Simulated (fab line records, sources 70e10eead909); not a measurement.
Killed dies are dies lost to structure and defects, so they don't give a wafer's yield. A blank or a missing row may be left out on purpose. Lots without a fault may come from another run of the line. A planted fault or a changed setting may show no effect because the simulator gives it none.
One fault seen from 2 desks | flow nand_harc | each desk has only its own numbers; what lay behind them comes last

THE METROLOGY DESK
What the gauges read, lot by lot, whatever tool the lot ran on: means of the sampled wafers that have a number. A lot is out of limits, marked OUT, if its mean lies more than 4 standard deviations from the usual mean; the brackets give that distance.
Columns: A = cd_nm at NHARC_A_CONTACT_CD_MEAS_69, usual 200.3 nm
lot  | first seen here | A
L464 | day 16 19:41    | 200.1
L465 | day 17 00:46    | 200.2
L466 | day 17 06:23    | 200.8
L467 | day 17 18:21    | 199.6
L472 | day 18 18:07    | 200.3
L475 | day 19 08:41    | 200.0
L473 | day 19 10:41    | 201.1
L479 | day 20 13:29    | 200.3
L484 | day 20 20:08    | 200.6
L481 | day 20 23:38    | 201.3
L487 | day 22 12:15    | 200.3
L485 | day 22 16:09    | 201.4
L486 | day 22 18:15    | 199.4
This desk's finding: nothing out of limits on any of the 13 lots.

THE TOOL OWNER'S DESK: rie_diel-03
The tool's own readings at NHARC_A_CONTACT_ETCH_77 (etches the open film in CF4/CHF3, target depth 72.6 nm, time 36.3 s): means of the sampled wafers that have a number, for each lot that ran on this tool. A lot is out of limits, marked OUT, if its mean lies more than 4 standard deviations from the usual mean; the brackets give that distance.
Columns: A = cf4_flow_sccm at NHARC_A_CONTACT_ETCH_77, usual 100.0 sccm; B = drypump_motor_current_A at NHARC_A_CONTACT_ETCH_77, usual 5.8 A; C = oes_product_au at NHARC_A_CONTACT_ETCH_77, usual 0.939 a.u.; D = rf_fwd_power_W at NHARC_A_CONTACT_ETCH_77, usual 493.1 W; E = rf_vpp_V at NHARC_A_CONTACT_ETCH_77, usual 369.4 V; F = showerhead_plenum_p_Torr at NHARC_A_CONTACT_ETCH_77, usual 1.54 Torr; G = throttle_valve_pct at NHARC_A_CONTACT_ETCH_77, usual 16.804 %
lot  | first seen here | A     | B   | C     | D     | E     | F    | G
L465 | day 17 01:28    | 100.0 | 6.0 | 0.928 | 490.3 | 370.3 | 1.55 | 16.793
L467 | day 17 19:13    | 100.0 | 5.9 | 0.942 | 492.4 | 371.3 | 1.58 | 16.809
L475 | day 19 09:26    | 100.1 | 6.2 | 0.891 | 491.6 | 367.6 | 1.52 | 16.797
L473 | day 19 11:27    | 100.0 | 5.9 | 0.917 | 492.3 | 369.7 | 1.58 | 16.810
L486 | day 22 18:58    | 100.0 | 6.0 | 0.971 | 492.7 | 368.9 | 1.53 | 16.807
This desk's finding: nothing out of limits on any of the 5 lots.

PUT TOGETHER
The metrology desk saw nothing out of limits.
The tool owner's desk saw nothing out of limits.

WHAT THE SIMULATOR HAD PUT IN
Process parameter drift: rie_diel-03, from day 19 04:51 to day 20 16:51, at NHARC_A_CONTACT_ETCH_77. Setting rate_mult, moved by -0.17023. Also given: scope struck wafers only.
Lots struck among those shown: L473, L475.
